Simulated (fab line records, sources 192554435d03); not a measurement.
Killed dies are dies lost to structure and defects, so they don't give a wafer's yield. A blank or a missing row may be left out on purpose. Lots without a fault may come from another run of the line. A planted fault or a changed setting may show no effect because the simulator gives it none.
Chamber matching | flow n5_finfet | N5_BEOL_M9_ILD_DEP_00 on pecvd-01: 3 sister chambers
The step deposits SiCOH lowk from DEMS/porogen, target thk 308.51 nm, time 58 s. 3 wafers are shown with their chamber, then 8 later ones without.

WAFERS WITH THEIR CHAMBER
wafer  | chamber | throttle_valve_pct (%)
L086.6 | 0       | 14.1
L088.4 | 2       | 12.2
L087.2 | 1       | 14.9

WAFERS WITHOUT THEIR CHAMBER
wafer  | throttle_valve_pct (%)
L087.3 | 14.4
L087.5 | 15.1
L095.3 | 14.2
L095.4 | 15.0
L095.6 | 12.4
L097.3 | 14.4
L097.5 | 14.1
L097.6 | 15.3

WHICH CHAMBER EACH WENT THROUGH
wafer  | from the rows above     | in truth
L087.3 | can't be placed: 0 or 1 | 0
L087.5 | 1                       | 1
L095.3 | 0                       | 0
L095.4 | 1                       | 1
L095.6 | 2                       | 2
L097.3 | can't be placed: 0 or 1 | 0
L097.5 | 0                       | 0
L097.6 | 1                       | 1
Placed correctly: 6 of 8. Can't be placed from these rows: 2 (the true chamber is among the candidates in 2). Placed wrongly: 0.
How it was worked out, from the rows above alone: a wafer's distance from a chamber is the root of the sum, over the readings, of the square of ((its reading less the chamber's mean) divided by the reading's scatter). The wafer belongs to the nearest chamber; if the next one is less than 2 further off, it can't be placed. A chamber's mean is the mean of its shown wafers. The scatter: with one shown wafer a chamber, the root of the mean of the squares of how far each hidden wafer lies from its nearest shown one.
